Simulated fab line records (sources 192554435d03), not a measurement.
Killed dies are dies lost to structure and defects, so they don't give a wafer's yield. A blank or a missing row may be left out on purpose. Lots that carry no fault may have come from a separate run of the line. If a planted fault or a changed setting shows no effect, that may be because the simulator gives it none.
The tool behind it: which one? / flow n5Finfet / 24 lots with 72 wafers sampled at 5 steps, on a route of 1938 steps

## WHAT THE GAUGES READ, wafer by wafer
N5_DUMMY_GATE_INSPECT_17: inspects for defects (brightfield). Usual: rawDefectCount at 203, with a standard deviation of 59.
lot=L074; measured=day 3 01:56; on=defectInspect-02; rawDefectCount=221 265 317; flag=
lot=L075; measured=day 3 03:58; on=defectInspect-02; rawDefectCount=154 221 193; flag=
lot=L076; measured=day 3 09:51; on=defectInspect-01; rawDefectCount=228 136 215; flag=
lot=L077; measured=day 3 16:01; on=defectInspect-02; rawDefectCount=221 271 244; flag=
lot=L078; measured=day 3 22:35; on=defectInspect-01; rawDefectCount=285 148 202; flag=
lot=L079; measured=day 4 03:35; on=defectInspect-02; rawDefectCount=207 219 112; flag=
lot=L080; measured=day 4 12:08; on=defectInspect-01; rawDefectCount=245 259 332; flag=
lot=L081; measured=day 4 16:13; on=defectInspect-02; rawDefectCount=314 141 201; flag=
lot=L082; measured=day 4 22:21; on=defectInspect-02; rawDefectCount=228 239 259; flag=
lot=L083; measured=day 5 07:27; on=defectInspect-01; rawDefectCount=82 119 108; flag=
lot=L084; measured=day 5 09:08; on=defectInspect-02; rawDefectCount=199 304 238; flag=
lot=L085; measured=day 5 20:07; on=defectInspect-01; rawDefectCount=215 186 153; flag=
lot=L086; measured=day 5 23:24; on=defectInspect-02; rawDefectCount=151 186 193; flag=
lot=L087; measured=day 6 04:33; on=defectInspect-01; rawDefectCount=220 239 109; flag=
lot=L088; measured=day 6 10:19; on=defectInspect-01; rawDefectCount=151 134 126; flag=
lot=L089; measured=day 6 15:32; on=defectInspect-01; rawDefectCount=115 94 136; flag=
lot=L090; measured=day 6 21:31; on=defectInspect-01; rawDefectCount=131 163 193; flag=
lot=L091; measured=day 7 06:00; on=defectInspect-01; rawDefectCount=181 171 225; flag=
lot=L092; measured=day 7 09:32; on=defectInspect-01; rawDefectCount=138 192 232; flag=
lot=L093; measured=day 7 17:46; on=defectInspect-01; rawDefectCount=145 285 187; flag=
lot=L094; measured=day 7 22:17; on=defectInspect-01; rawDefectCount=282 239 227; flag=
lot=L095; measured=day 8 04:31; on=defectInspect-01; rawDefectCount=156 170 129; flag=
lot=L096; measured=day 8 10:08; on=defectInspect-01; rawDefectCount=267 239 352; flag=
lot=L097; measured=day 8 17:30; on=defectInspect-02; rawDefectCount=214 236 186; flag=

N5_SD_EPI_P_OVL_MEAS_10. Usual: SD_P_BLK_OVL typically reads -0.1 nm, with standard deviation 0.74.
lot=L074; measured=day 3 09:31; on=overlay-01; SD_P_BLK_OVL (nm)=-0.7 -0.4 0.4; flag=
lot=L075; measured=day 3 12:29; on=overlay-02; SD_P_BLK_OVL (nm)=0.5 -0.2 0.2; flag=
lot=L076; measured=day 3 17:33; on=overlay-01; SD_P_BLK_OVL (nm)=-1.4 -1.3 -1.0; flag=
lot=L077; measured=day 4 00:07; on=overlay-01; SD_P_BLK_OVL (nm)=0.8 0.2 -0.2; flag=
lot=L078; measured=day 4 06:16; on=overlay-01; SD_P_BLK_OVL (nm)=-0.4 0.6 -0.4; flag=
lot=L079; measured=day 4 10:27; on=overlay-01; SD_P_BLK_OVL (nm)=-1.2 -0.8 -0.2; flag=
lot=L080; measured=day 4 20:27; on=overlay-02; SD_P_BLK_OVL (nm)=-1.2 -0.3 -0.3; flag=
lot=L081; measured=day 5 00:11; on=overlay-02; SD_P_BLK_OVL (nm)=-0.9 0.3 0.9; flag=
lot=L082; measured=day 5 06:53; on=overlay-01; SD_P_BLK_OVL (nm)=0.5 -0.8 -0.2; flag=
lot=L083; measured=day 5 15:13; on=overlay-02; SD_P_BLK_OVL (nm)=-1.5 -0.4 -1.4; flag=
lot=L084; measured=day 5 18:19; on=overlay-01; SD_P_BLK_OVL (nm)=-0.1 -0.6 -0.3; flag=
lot=L085; measured=day 6 03:17; on=overlay-01; SD_P_BLK_OVL (nm)=0.0 0.0 0.1; flag=
lot=L086; measured=day 6 07:53; on=overlay-01; SD_P_BLK_OVL (nm)=1.5 1.3 1.3; flag=
lot=L087; measured=day 6 13:15; on=overlay-01; SD_P_BLK_OVL (nm)=1.3 0.5 -0.2; flag=
lot=L088; measured=day 6 17:05; on=overlay-01; SD_P_BLK_OVL (nm)=0.5 -0.4 -0.2; flag=
lot=L089; measured=day 7 00:11; on=overlay-01; SD_P_BLK_OVL (nm)=-0.9 1.3 -0.3; flag=
lot=L090; measured=day 7 05:55; on=overlay-01; SD_P_BLK_OVL (nm)=-0.7 -0.5 -1.2; flag=
lot=L091; measured=day 9 02:48; on=overlay-01; SD_P_BLK_OVL (nm)=0.1 -0.1 0.5; flag=
lot=L092; measured=day 7 18:08; on=overlay-01; SD_P_BLK_OVL (nm)=0.0 0.7 0.1; flag=
lot=L093; measured=day 8 02:29; on=overlay-02; SD_P_BLK_OVL (nm)=-0.8 -0.5 -0.2; flag=
lot=L094; measured=day 8 05:02; on=overlay-02; SD_P_BLK_OVL (nm)=-0.1 1.1 0.7; flag=
lot=L095; measured=day 8 11:16; on=overlay-01; SD_P_BLK_OVL (nm)=0.3 0.6 0.6; flag=
lot=L096; measured=day 8 19:29; on=overlay-01; SD_P_BLK_OVL (nm)=1.2 0.7 -0.2; flag=
lot=L097; measured=day 9 00:40; on=overlay-01; SD_P_BLK_OVL (nm)=-0.4 0.2 -0.9; flag=

N5_HKMG_FIN_INSPECT_61: inspects for defects (macro). Usual: rawDefectCount at 2.0, with a standard deviation of 1.4.
lot=L074; measured=day 4 03:18; on=defectInspect-02; rawDefectCount=0 3 3; flag=
lot=L075; measured=day 4 06:02; on=defectInspect-01; rawDefectCount=4 3 6; flag=
lot=L076; measured=day 4 10:49; on=defectInspect-02; rawDefectCount=1 2 2; flag=
lot=L077; measured=day 4 17:48; on=defectInspect-02; rawDefectCount=2 0 2; flag=
lot=L078; measured=day 5 00:02; on=defectInspect-02; rawDefectCount=2 1 2; flag=
lot=L079; measured=day 5 04:09; on=defectInspect-02; rawDefectCount=0 1 2; flag=
lot=L080; measured=day 5 14:23; on=defectInspect-02; rawDefectCount=0 5 1; flag=
lot=L081; measured=day 5 18:25; on=defectInspect-02; rawDefectCount=2 3 2; flag=
lot=L082; measured=day 6 00:37; on=defectInspect-02; rawDefectCount=0 3 1; flag=
lot=L083; measured=day 6 08:56; on=defectInspect-01; rawDefectCount=2 1 2; flag=
lot=L084; measured=day 6 14:07; on=defectInspect-01; rawDefectCount=1 3 4; flag=
lot=L085; measured=day 6 22:49; on=defectInspect-01; rawDefectCount=2 3 3; flag=
lot=L086; measured=day 7 01:55; on=defectInspect-02; rawDefectCount=1 3 2; flag=
lot=L087; measured=day 7 08:59; on=defectInspect-02; rawDefectCount=0 3 1; flag=
lot=L088; measured=day 7 11:30; on=defectInspect-02; rawDefectCount=0 0 2; flag=
lot=L089; measured=day 7 18:20; on=defectInspect-01; rawDefectCount=1 0 2; flag=
lot=L090; measured=day 8 00:36; on=defectInspect-02; rawDefectCount=1 3 2; flag=
lot=L091; measured=day 9 20:53; on=defectInspect-02; rawDefectCount=2 1 1; flag=
lot=L092; measured=day 8 13:13; on=defectInspect-02; rawDefectCount=2 2 2; flag=
lot=L093; measured=day 8 21:23; on=defectInspect-01; rawDefectCount=2 2 4; flag=
lot=L094; measured=day 8 23:29; on=defectInspect-01; rawDefectCount=3 0 5; flag=
lot=L095; measured=day 9 05:29; on=defectInspect-02; rawDefectCount=1 1 1; flag=
lot=L096; measured=day 9 14:10; on=defectInspect-01; rawDefectCount=3 4 2; flag=
lot=L097; measured=day 9 18:22; on=defectInspect-02; rawDefectCount=3 1 1; flag=

## WHICH TOOL RAN EACH LOT (tool, then ch and the chambers of the sampled wafers, then the start)
lot=L074; N5_DUMMY_REMOVAL_HM_STRIP_01=rieDiel-05 ch 0,1,2, day 4 01:45; N5_HKMG_FIN_ALD_74=aldHk-02 ch 0,2,3, day 4 02:43
lot=L075; N5_DUMMY_REMOVAL_HM_STRIP_01=rieDiel-03 ch 0,1,3, day 4 04:29; N5_HKMG_FIN_ALD_74=aldHk-01 ch 2,3, day 4 05:26
lot=L076; N5_DUMMY_REMOVAL_HM_STRIP_01=rieDiel-06 ch 0,3, day 4 09:22; N5_HKMG_FIN_ALD_74=aldHk-03 ch 0,1,2, day 4 10:20
lot=L077; N5_DUMMY_REMOVAL_HM_STRIP_01=rieDiel-06 ch 0,2, day 4 15:49; N5_HKMG_FIN_ALD_74=aldHk-03 ch 0,1, day 4 17:12
lot=L078; N5_DUMMY_REMOVAL_HM_STRIP_01=rieDiel-03 ch 1,2, day 4 22:37; N5_HKMG_FIN_ALD_74=aldHk-02 ch 1,3, day 4 23:34
lot=L079; N5_DUMMY_REMOVAL_HM_STRIP_01=rieDiel-05 ch 0,2,3, day 5 02:35; N5_HKMG_FIN_ALD_74=aldHk-01 ch 1,2,3, day 5 03:33
lot=L080; N5_DUMMY_REMOVAL_HM_STRIP_01=rieDiel-05 ch 0,2,3, day 5 12:50; N5_HKMG_FIN_ALD_74=aldHk-01 ch 1,2,3, day 5 13:47
lot=L081; N5_DUMMY_REMOVAL_HM_STRIP_01=rieDiel-06 ch 0,2,3, day 5 16:38; N5_HKMG_FIN_ALD_74=aldHk-01 ch 0,2,3, day 5 17:56
lot=L082; N5_DUMMY_REMOVAL_HM_STRIP_01=rieDiel-06 ch 0,1, day 5 23:03; N5_HKMG_FIN_ALD_74=aldHk-01 ch 0,2,3, day 6 00:01
lot=L083; N5_DUMMY_REMOVAL_HM_STRIP_01=rieDiel-06 ch 0,1, day 6 07:20; N5_HKMG_FIN_ALD_74=aldHk-01 ch 0,3, day 6 08:20
lot=L084; N5_DUMMY_REMOVAL_HM_STRIP_01=rieDiel-06 ch 0,3, day 6 12:34; N5_HKMG_FIN_ALD_74=aldHk-01 ch 1,2, day 6 13:31
lot=L085; N5_DUMMY_REMOVAL_HM_STRIP_01=rieDiel-05 ch 0,2, day 6 21:03; N5_HKMG_FIN_ALD_74=aldHk-01 ch 0,1,3, day 6 22:14
lot=L086; N5_DUMMY_REMOVAL_HM_STRIP_01=rieDiel-05 ch 1,2,3, day 7 00:29; N5_HKMG_FIN_ALD_74=aldHk-02 ch 1,2,3, day 7 01:26
lot=L087; N5_DUMMY_REMOVAL_HM_STRIP_01=rieDiel-05 ch 0,2,3, day 7 07:25; N5_HKMG_FIN_ALD_74=aldHk-02 ch 2,3, day 7 08:23
lot=L088; N5_DUMMY_REMOVAL_HM_STRIP_01=rieDiel-06 ch 1,3, day 7 09:41; N5_HKMG_FIN_ALD_74=aldHk-03 ch 2,3, day 7 10:54
lot=L089; N5_DUMMY_REMOVAL_HM_STRIP_01=rieDiel-06 ch 0,2,3, day 7 16:44; N5_HKMG_FIN_ALD_74=aldHk-03 ch 1,2,3, day 7 17:44
lot=L090; N5_DUMMY_REMOVAL_HM_STRIP_01=rieDiel-06 ch 0,2,3, day 7 23:03; N5_HKMG_FIN_ALD_74=aldHk-03 ch 0,1,2, day 8 00:01
lot=L091; N5_DUMMY_REMOVAL_HM_STRIP_01=rieDiel-06 ch 1,2,3, day 9 19:23; N5_HKMG_FIN_ALD_74=aldHk-02 ch 0,2,3, day 9 20:25
lot=L092; N5_DUMMY_REMOVAL_HM_STRIP_01=rieDiel-05 ch 1,2, day 8 11:47; N5_HKMG_FIN_ALD_74=aldHk-03 ch 0,3, day 8 12:45
lot=L093; N5_DUMMY_REMOVAL_HM_STRIP_01=rieDiel-05 ch 0,2, day 8 19:55; N5_HKMG_FIN_ALD_74=aldHk-03 ch 1,2, day 8 20:54
lot=L094; N5_DUMMY_REMOVAL_HM_STRIP_01=rieDiel-05 ch 0,2, day 8 21:55; N5_HKMG_FIN_ALD_74=aldHk-02 ch 0,1, day 8 23:00
lot=L095; N5_DUMMY_REMOVAL_HM_STRIP_01=rieDiel-06 ch 0,1,3, day 9 04:03; N5_HKMG_FIN_ALD_74=aldHk-01 ch 1,2,3, day 9 05:01
lot=L096; N5_DUMMY_REMOVAL_HM_STRIP_01=rieDiel-05 ch 0,2, day 9 12:42; N5_HKMG_FIN_ALD_74=aldHk-01 ch 0,1,3, day 9 13:42
lot=L097; N5_DUMMY_REMOVAL_HM_STRIP_01=rieDiel-05 ch 1,2, day 9 16:38; N5_HKMG_FIN_ALD_74=aldHk-01 ch 0,1, day 9 17:46
- N5_DUMMY_REMOVAL_HM_STRIP_01: strips SiNx in CH3F/O2, stops on poly-Si, target depth 4 nm, time 6.8 s.
- N5_HKMG_FIN_ALD_74: deposits La2O3, target thk 0.5 nm, pulse time 6 s, co reactant pulse time 1 s.

## AS READ BY THE TOOLS THEMSELVES (means over the sampled wafers that have a number; for cases with no such wafer, the mark the record gives instead)
N5_DUMMY_REMOVAL_HM_STRIP_01. Usual: drypumpMotorCurrentA 5.7 A, standard deviation 0.56; oesProductAu 0.65 a.u., standard deviation 0.062; rfVppV 127.3 V, standard deviation 1.2; showerheadPlenumPTorr 2.00 Torr, standard deviation 0.079; throttleValvePct 16.46 %, standard deviation 0.21.
lot=L074; tool=rieDiel-05; drypumpMotorCurrentA (A)=5.7; oesProductAu (a.u.)=0.71; rfVppV (V)=128.5; showerheadPlenumPTorr (Torr)=2.00; throttleValvePct (%)=16.21; flag=
lot=L075; tool=rieDiel-03; drypumpMotorCurrentA (A)=5.9; oesProductAu (a.u.)=0.63; rfVppV (V)=126.9; showerheadPlenumPTorr (Torr)=2.02; throttleValvePct (%)=16.40; flag=
lot=L076; tool=rieDiel-06; drypumpMotorCurrentA (A)=5.8; oesProductAu (a.u.)=0.63; rfVppV (V)=127.5; showerheadPlenumPTorr (Torr)=2.03; throttleValvePct (%)=16.65; flag=
lot=L077; tool=rieDiel-06; drypumpMotorCurrentA (A)=5.5; oesProductAu (a.u.)=0.59; rfVppV (V)=126.6; showerheadPlenumPTorr (Torr)=1.96; throttleValvePct (%)=16.65; flag=
lot=L078; tool=rieDiel-03; drypumpMotorCurrentA (A)=6.1; oesProductAu (a.u.)=0.61; rfVppV (V)=127.3; showerheadPlenumPTorr (Torr)=2.04; throttleValvePct (%)=16.48; flag=
lot=L079; tool=rieDiel-05; drypumpMotorCurrentA (A)=5.7; oesProductAu (a.u.)=0.68; rfVppV (V)=127.6; showerheadPlenumPTorr (Torr)=1.99; throttleValvePct (%)=16.36; flag=
lot=L080; tool=rieDiel-05; drypumpMotorCurrentA (A)=5.7; oesProductAu (a.u.)=0.67; rfVppV (V)=127.2; showerheadPlenumPTorr (Torr)=1.99; throttleValvePct (%)=16.35; flag=
lot=L081; tool=rieDiel-06; drypumpMotorCurrentA (A)=5.7; oesProductAu (a.u.)=0.63; rfVppV (V)=126.3; showerheadPlenumPTorr (Torr)=1.98; throttleValvePct (%)=16.58; flag=
lot=L082; tool=rieDiel-06; drypumpMotorCurrentA (A)=6.0; oesProductAu (a.u.)=0.60; rfVppV (V)=128.0; showerheadPlenumPTorr (Torr)=2.07; throttleValvePct (%)=16.77; flag=
lot=L083; tool=rieDiel-06; drypumpMotorCurrentA (A)=6.0; oesProductAu (a.u.)=0.60; rfVppV (V)=127.5; showerheadPlenumPTorr (Torr)=2.07; throttleValvePct (%)=16.77; flag=
lot=L084; tool=rieDiel-06; drypumpMotorCurrentA (A)=5.9; oesProductAu (a.u.)=0.67; rfVppV (V)=126.2; showerheadPlenumPTorr (Torr)=1.99; throttleValvePct (%)=16.53; flag=
lot=L085; tool=rieDiel-05; drypumpMotorCurrentA (A)=6.2; oesProductAu (a.u.)=0.70; rfVppV (V)=128.3; showerheadPlenumPTorr (Torr)=2.07; throttleValvePct (%)=16.24; flag=
lot=L086; tool=rieDiel-05; drypumpMotorCurrentA (A)=5.2; oesProductAu (a.u.)=0.64; rfVppV (V)=126.2; showerheadPlenumPTorr (Torr)=1.92; throttleValvePct (%)=16.39; flag=
lot=L087; tool=rieDiel-05; drypumpMotorCurrentA (A)=5.7; oesProductAu (a.u.)=0.65; rfVppV (V)=126.4; showerheadPlenumPTorr (Torr)=1.99; throttleValvePct (%)=16.39; flag=
lot=L088; tool=rieDiel-06; drypumpMotorCurrentA (A)=6.0; oesProductAu (a.u.)=0.67; rfVppV (V)=126.9; showerheadPlenumPTorr (Torr)=1.99; throttleValvePct (%)=16.48; flag=
lot=L089; tool=rieDiel-06; drypumpMotorCurrentA (A)=5.7; oesProductAu (a.u.)=0.61; rfVppV (V)=126.6; showerheadPlenumPTorr (Torr)=1.97; throttleValvePct (%)=16.61; flag=
lot=L090; tool=rieDiel-06; drypumpMotorCurrentA (A)=5.7; oesProductAu (a.u.)=0.62; rfVppV (V)=127.4; showerheadPlenumPTorr (Torr)=1.97; throttleValvePct (%)=16.61; flag=
lot=L091; tool=rieDiel-06; drypumpMotorCurrentA (A)=5.9; oesProductAu (a.u.)=0.61; rfVppV (V)=126.4; showerheadPlenumPTorr (Torr)=1.97; throttleValvePct (%)=16.60; flag=
lot=L092; tool=rieDiel-05; drypumpMotorCurrentA (A)=5.3; oesProductAu (a.u.)=0.65; rfVppV (V)=127.8; showerheadPlenumPTorr (Torr)=1.93; throttleValvePct (%)=16.31; flag=
lot=L093; tool=rieDiel-05; drypumpMotorCurrentA (A)=6.2; oesProductAu (a.u.)=0.68; rfVppV (V)=127.9; showerheadPlenumPTorr (Torr)=2.06; throttleValvePct (%)=16.28; flag=
lot=L094; tool=rieDiel-05; drypumpMotorCurrentA (A)=6.2; oesProductAu (a.u.)=0.68; rfVppV (V)=128.3; showerheadPlenumPTorr (Torr)=2.06; throttleValvePct (%)=16.29; flag=
lot=L095; tool=rieDiel-06; drypumpMotorCurrentA (A)=6.0; oesProductAu (a.u.)=0.62; rfVppV (V)=127.6; showerheadPlenumPTorr (Torr)=2.03; throttleValvePct (%)=16.66; flag=
lot=L096; tool=rieDiel-05; drypumpMotorCurrentA (A)=6.2; oesProductAu (a.u.)=0.68; rfVppV (V)=128.2; showerheadPlenumPTorr (Torr)=2.06; throttleValvePct (%)=16.29; flag=
lot=L097; tool=rieDiel-05; drypumpMotorCurrentA (A)=5.3; oesProductAu (a.u.)=0.64; rfVppV (V)=127.4; showerheadPlenumPTorr (Torr)=1.92; throttleValvePct (%)=16.31; flag=

N5_HKMG_FIN_ALD_74. Usual: heaterPowerW 351 W, standard deviation 48; precursorPulseHeightRel 1.001, standard deviation 0.021.
lot=L074; tool=aldHk-02; heaterPowerW (W)=333; precursorPulseHeightRel=1.013; flag=
lot=L075; tool=aldHk-01; heaterPowerW (W)=364; precursorPulseHeightRel=1.002; flag=
lot=L076; tool=aldHk-03; heaterPowerW (W)=334; precursorPulseHeightRel=1.004; flag=
lot=L077; tool=aldHk-03; heaterPowerW (W)=328; precursorPulseHeightRel=0.995; flag=
lot=L078; tool=aldHk-02; heaterPowerW (W)=304; precursorPulseHeightRel=0.994; flag=
lot=L079; tool=aldHk-01; heaterPowerW (W)=340; precursorPulseHeightRel=1.004; flag=
lot=L080; tool=aldHk-01; heaterPowerW (W)=335; precursorPulseHeightRel=1.005; flag=
lot=L081; tool=aldHk-01; heaterPowerW (W)=373; precursorPulseHeightRel=1.033; flag=
lot=L082; tool=aldHk-01; heaterPowerW (W)=380; precursorPulseHeightRel=1.010; flag=
lot=L083; tool=aldHk-01; heaterPowerW (W)=358; precursorPulseHeightRel=0.991; flag=
lot=L084; tool=aldHk-01; heaterPowerW (W)=330; precursorPulseHeightRel=1.007; flag=
lot=L085; tool=aldHk-01; heaterPowerW (W)=349; precursorPulseHeightRel=1.020; flag=
lot=L086; tool=aldHk-02; heaterPowerW (W)=325; precursorPulseHeightRel=0.988; flag=
lot=L087; tool=aldHk-02; heaterPowerW (W)=362; precursorPulseHeightRel=1.020; flag=
lot=L088; tool=aldHk-03; heaterPowerW (W)=365; precursorPulseHeightRel=1.020; flag=
lot=L089; tool=aldHk-03; heaterPowerW (W)=350; precursorPulseHeightRel=0.999; flag=
lot=L090; tool=aldHk-03; heaterPowerW (W)=336; precursorPulseHeightRel=0.986; flag=
lot=L091; tool=aldHk-02; heaterPowerW (W)=333; precursorPulseHeightRel=0.998; flag=
lot=L092; tool=aldHk-03; heaterPowerW (W)=414; precursorPulseHeightRel=1.004; flag=
lot=L093; tool=aldHk-03; heaterPowerW (W)=319; precursorPulseHeightRel=1.017; flag=
lot=L094; tool=aldHk-02; heaterPowerW (W)=305; precursorPulseHeightRel=1.009; flag=
lot=L095; tool=aldHk-01; heaterPowerW (W)=334; precursorPulseHeightRel=0.988; flag=
lot=L096; tool=aldHk-01; heaterPowerW (W)=345; precursorPulseHeightRel=1.016; flag=
lot=L097; tool=aldHk-01; heaterPowerW (W)=340; precursorPulseHeightRel=1.006; flag=

## THE ANSWER, worked out from the rows above alone
Rule: lot off if the mean of its wafers having a number is beyond 3 standard deviations from the usual mean. Also off: a lot with no number at a reading for which 4 or more lots have one. Any other lot the step has rows for is counted as sound. After the gauges, taken in route order, come the tools' own readings; for these a lot's mean is taken, as printed above. At the first step where some lot is off, the reading lying furthest off is the one used; lots without a number count as furthest.
No lot is off at any reading shown: from this, nothing can be told.

## WHAT THE SIMULATOR HAD INSERTED
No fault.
